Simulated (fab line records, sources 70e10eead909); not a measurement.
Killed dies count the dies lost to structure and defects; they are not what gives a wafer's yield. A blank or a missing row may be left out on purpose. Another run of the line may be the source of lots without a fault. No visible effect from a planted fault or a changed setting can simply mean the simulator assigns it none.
What tool caused it? + flow nand-harc + 33 wafers from 11 lots sampled at 6 of the route's 1302 steps

== WHAT THE GAUGES SHOWED, per wafer ==
NHARC_P_ZERO_WELL_CD_MEAS_52: the cd target is 2000 nm. Usual: cd-nm reads 2000.4 nm (standard deviation 1.6).
| lot  | measured     | on        | cd-nm (nm)           | flag |
|------|--------------|-----------|----------------------|------|
| L775 | day 3 07:38  | cd-sem-03 | 1998.7 2000.9 1999.1 |      |
| L776 | day 3 17:36  | cd-sem-01 | 1998.2 2000.1 1998.4 |      |
| L778 | day 4 13:43  | cd-sem-02 | 2001.2 2002.8 2001.3 |      |
| L779 | day 4 23:29  | cd-sem-03 | 2001.4 1999.9 2000.6 |      |
| L780 | day 5 10:13  | cd-sem-02 | 2002.0 2000.2 2000.8 |      |
| L782 | day 6 05:58  | cd-sem-02 | 2001.4 2001.9 2002.2 |      |
| L783 | day 6 15:46  | cd-sem-02 | 2003.9 2001.6 2000.8 |      |
| L784 | day 7 03:53  | cd-sem-01 | 1995.7 1998.2 1996.7 |      |
| L785 | day 7 11:45  | cd-sem-01 | 1996.8 2000.3 1999.5 |      |
| L786 | day 7 21:55  | cd-sem-02 | - - -                | OFF  |
| L795 | day 11 15:44 | cd-sem-03 | 2000.2 2001.9 2000.9 |      |

NHARC_END_SORT_01. Usual: killed-at-array 59, standard deviation 17; killed-at-other 0.7, standard deviation 0.9; killed-at-periphery 3.6, standard deviation 2.3; killed-dies 63, standard deviation 18; killed-open 3.4, standard deviation 1.9; killed-short 2.6, standard deviation 1.7.
| lot  | measured     | on        | killed-at-array | killed-at-other | killed-at-periphery | killed-dies | killed-open | killed-short | flag |
|------|--------------|-----------|-----------------|-----------------|---------------------|-------------|-------------|--------------|------|
| L786 | day 30 09:19 | prober-02 | 69 76 92        | 0 0 0           | 608 601 585         | 677 677 677 | 3 2 2       | 0 1 6        | OFF  |

== EACH LOT AND THE TOOL THAT RAN IT (in order: tool; ch and the chambers of the sampled wafers; start) ==
| lot  | NHARC_P_ZERO_WELL_EXPOSE_49       | NHARC_P_ZERO_WELL_DESCUM_54        | NHARC_P_STI_ETCH_42               | NHARC_P_STI_ETCH_15              |
|------|-----------------------------------|------------------------------------|-----------------------------------|----------------------------------|
| L775 | krf-scanner-02 ch 0, day 3 07:29  | rie-diel-06 ch 1,2,3, day 3 07:49  | rie-diel-05 ch 0,2, day 4 01:32   | rie-si-03 ch 0,1,3, day 4 01:44  |
| L776 | krf-scanner-02 ch 0, day 3 17:27  | rie-diel-06 ch 0,1,3, day 3 17:46  | rie-diel-03 ch 0,2,3, day 4 10:22 | rie-si-04 ch 1,2,3, day 4 10:35  |
| L778 | krf-scanner-01 ch 0, day 4 13:34  | rie-diel-06 ch 0,2,3, day 4 13:55  | rie-diel-05 ch 1,2,3, day 5 08:01 | rie-si-03 ch 0,1, day 5 08:13    |
| L779 | krf-scanner-01 ch 0, day 4 23:19  | rie-diel-06 ch 0,2,3, day 4 23:47  | rie-diel-10 ch 0,1,3, day 5 16:57 | rie-si-01 ch 1,3, day 5 17:10    |
| L780 | krf-scanner-02 ch 0, day 5 10:05  | rie-diel-06 ch 0,1,3, day 5 10:29  | rie-diel-10 ch 0,1,3, day 6 05:05 | rie-si-04 ch 0,3, day 6 05:17    |
| L782 | krf-scanner-01 ch 0, day 6 05:49  | rie-diel-06 ch 2,3, day 6 06:07    | rie-diel-05 ch 0,3, day 7 03:01   | rie-si-03 ch 0,1,2, day 7 03:14  |
| L783 | krf-scanner-03 ch 0, day 6 15:37  | rie-diel-09 ch 1,3, day 6 15:56    | rie-diel-03 ch 2,3, day 7 11:03   | rie-si-03 ch 0,1,3, day 7 11:17  |
| L784 | krf-scanner-02 ch 0, day 7 03:43  | rie-diel-01 ch 1,2, day 7 04:55    | rie-diel-05 ch 1,2, day 7 23:22   | rie-si-01 ch 2,3, day 7 23:34    |
| L785 | krf-scanner-02 ch 0, day 7 11:35  | rie-diel-06 ch 0,2,3, day 7 11:54  | rie-diel-03 ch 2,3, day 8 06:56   | rie-si-04 ch 0,1,2, day 8 07:09  |
| L786 | krf-scanner-03 ch 0, day 7 21:45  | rie-diel-09 ch 1,2,3, day 7 22:04  | -                                 | -                                |
| L795 | krf-scanner-03 ch 0, day 11 15:35 | rie-diel-09 ch 0,1,2, day 11 15:55 | rie-diel-05 ch 0,2, day 12 11:31  | rie-si-04 ch 0,1,3, day 12 11:46 |
- NHARC_P_ZERO_WELL_EXPOSE_49: exposes mask P HVPW, target cd 2000 nm.
- NHARC_P_ZERO_WELL_DESCUM_54: chemistry O2, time 3 s.
- NHARC_P_STI_ETCH_42: etches the open film in N2/H2, target depth 80 nm, overetch 24 nm, time 61 s.
- NHARC_P_STI_ETCH_15: etches the open film in HBr/Cl2, target depth 300 nm, time 100.1 s.

== AS READ BY THE TOOLS THEMSELVES (means over the sampled wafers that have a number; for cases with no such wafer, the mark the record gives instead) ==
NHARC_P_ZERO_WELL_EXPOSE_49. Usual: exposure-dose-mJ-cm2 reads 22.642 (standard deviation 0.021).
| lot  | tool           | exposure-dose-mJ-cm2 | flag |
|------|----------------|----------------------|------|
| L775 | krf-scanner-02 | 22.643               |      |
| L776 | krf-scanner-02 | 22.665               |      |
| L778 | krf-scanner-01 | 22.640               |      |
| L779 | krf-scanner-01 | 22.640               |      |
| L780 | krf-scanner-02 | 22.633               |      |
| L782 | krf-scanner-01 | 22.618               |      |
| L783 | krf-scanner-03 | 22.636               |      |
| L784 | krf-scanner-02 | 22.658               |      |
| L785 | krf-scanner-02 | 22.604               |      |
| L786 | krf-scanner-03 | 22.617               |      |
| L795 | krf-scanner-03 | 22.611               |      |

NHARC_P_ZERO_WELL_DESCUM_54. Usual: drypump-motor-current-A 5.6 A, standard deviation 0.38; oes-product-au 1.002 a.u., standard deviation 0.0076; rf-vpp-V 57.7 V, standard deviation 0.79; showerhead-plenum-p-Torr 1.91 Torr, standard deviation 0.059; throttle-valve-pct 11.311 %, standard deviation 0.0088.
| lot  | tool        | drypump-motor-current-A (A) | oes-product-au (a.u.) | rf-vpp-V (V) | showerhead-plenum-p-Torr (Torr) | throttle-valve-pct (%) | flag |
|------|-------------|-----------------------------|-----------------------|--------------|---------------------------------|------------------------|------|
| L775 | rie-diel-06 | 5.6                         | 1.007                 | 58.1         | 1.94                            | 11.314                 |      |
| L776 | rie-diel-06 | 5.8                         | 1.008                 | 57.9         | 1.93                            | 11.307                 |      |
| L778 | rie-diel-06 | 5.5                         | 1.006                 | 57.9         | 1.92                            | 11.310                 |      |
| L779 | rie-diel-06 | 5.5                         | 1.002                 | 58.4         | 1.91                            | 11.305                 |      |
| L780 | rie-diel-06 | 5.8                         | 1.011                 | 57.4         | 1.93                            | 11.314                 |      |
| L782 | rie-diel-06 | 5.3                         | 1.008                 | 57.9         | 1.93                            | 11.316                 |      |
| L783 | rie-diel-09 | 6.1                         | 0.990                 | 57.1         | 1.90                            | 11.313                 |      |
| L784 | rie-diel-01 | 5.2                         | 1.006                 | 58.4         | 1.93                            | 11.310                 |      |
| L785 | rie-diel-06 | 5.5                         | 0.998                 | 57.6         | 1.91                            | 11.310                 |      |
| L786 | rie-diel-09 | 5.9                         | 0.999                 | 58.0         | 1.92                            | 11.317                 |      |
| L795 | rie-diel-09 | 5.9                         | 1.002                 | 58.2         | 1.87                            | 11.314                 |      |

NHARC_P_STI_ETCH_42. Usual: drypump-motor-current-A 5.69 A, standard deviation 0.24; oes-product-au 1.000 a.u., standard deviation 0.0074; rf-vpp-V 431.1 V, standard deviation 2.3; showerhead-plenum-p-Torr 2.05 Torr, standard deviation 0.08; throttle-valve-pct 14.171 %, standard deviation 0.0095.
| lot  | tool        | drypump-motor-current-A (A) | oes-product-au (a.u.) | rf-vpp-V (V) | showerhead-plenum-p-Torr (Torr) | throttle-valve-pct (%) | flag |
|------|-------------|-----------------------------|-----------------------|--------------|---------------------------------|------------------------|------|
| L775 | rie-diel-05 | 5.64                        | 1.005                 | 433.0        | 2.13                            | 14.175                 |      |
| L776 | rie-diel-03 | 5.77                        | 1.001                 | 432.3        | 2.11                            | 14.175                 |      |
| L778 | rie-diel-05 | 5.43                        | 0.997                 | 432.1        | 2.09                            | 14.172                 |      |
| L779 | rie-diel-10 | 5.66                        | 1.000                 | 430.2        | 2.03                            | 14.165                 |      |
| L780 | rie-diel-10 | 5.66                        | 0.994                 | 431.3        | 2.03                            | 14.171                 |      |
| L782 | rie-diel-05 | 5.49                        | 1.004                 | 431.9        | 2.09                            | 14.166                 |      |
| L783 | rie-diel-03 | 5.87                        | 1.010                 | 432.0        | 2.10                            | 14.161                 |      |
| L784 | rie-diel-05 | 5.52                        | 0.995                 | 432.8        | 2.11                            | 14.171                 |      |
| L785 | rie-diel-03 | 5.73                        | 0.998                 | 431.7        | 2.05                            | 14.171                 |      |
| L795 | rie-diel-05 | 5.62                        | 0.996                 | 433.9        | 2.14                            | 14.164                 |      |

NHARC_P_STI_ETCH_15. Usual: drypump-motor-current-A 5.6 A, standard deviation 0.49; oes-product-au 0.999 a.u., standard deviation 0.0073; throttle-valve-pct 26.406 %, standard deviation 0.0093.
| lot  | tool      | drypump-motor-current-A (A) | oes-product-au (a.u.) | throttle-valve-pct (%) | flag |
|------|-----------|-----------------------------|-----------------------|------------------------|------|
| L775 | rie-si-03 | 5.5                         | 1.006                 | 26.412                 |      |
| L776 | rie-si-04 | 5.5                         | 0.995                 | 26.404                 |      |
| L778 | rie-si-03 | 5.4                         | 0.992                 | 26.408                 |      |
| L779 | rie-si-01 | 5.3                         | 0.992                 | 26.401                 |      |
| L780 | rie-si-04 | 5.9                         | 0.993                 | 26.402                 |      |
| L782 | rie-si-03 | 5.3                         | 1.001                 | 26.409                 |      |
| L783 | rie-si-03 | 5.5                         | 1.008                 | 26.400                 |      |
| L784 | rie-si-01 | 5.6                         | 0.986                 | 26.417                 |      |
| L785 | rie-si-04 | 5.7                         | 1.001                 | 26.406                 |      |
| L795 | rie-si-04 | 5.4                         | 0.996                 | 26.408                 |      |

== THE ANSWER, worked out from the rows above alone ==
Rule: a lot counts as off when the mean over its wafers that have a number is more than 3 standard deviations away from the usual mean. Also off: a lot with no number at a reading for which 4 or more lots have one. Where the step has rows for the other lots, those lots are counted as sound. After the gauges, taken in route order, come the tools' own readings; for these a lot's mean is taken, as printed above. At the first step where some lot is off, the reading lying furthest off is the one used; lots without a number count as furthest.
Off: L786 (NHARC_P_ZERO_WELL_CD_MEAS_52, cd-nm). Without a number there: L786.
If a tool, at a process step before that reading, ran all the lots that are off and no sound lot after the first of them, it fits. The gauges at NHARC_P_ZERO_WELL_CD_MEAS_52 aren't tried: what is off there is off at NHARC_END_SORT_01 too, on other tools, and a gauge's error can't cause that. None of those tried fits.

== WHAT THE SIMULATOR PUT IN ==
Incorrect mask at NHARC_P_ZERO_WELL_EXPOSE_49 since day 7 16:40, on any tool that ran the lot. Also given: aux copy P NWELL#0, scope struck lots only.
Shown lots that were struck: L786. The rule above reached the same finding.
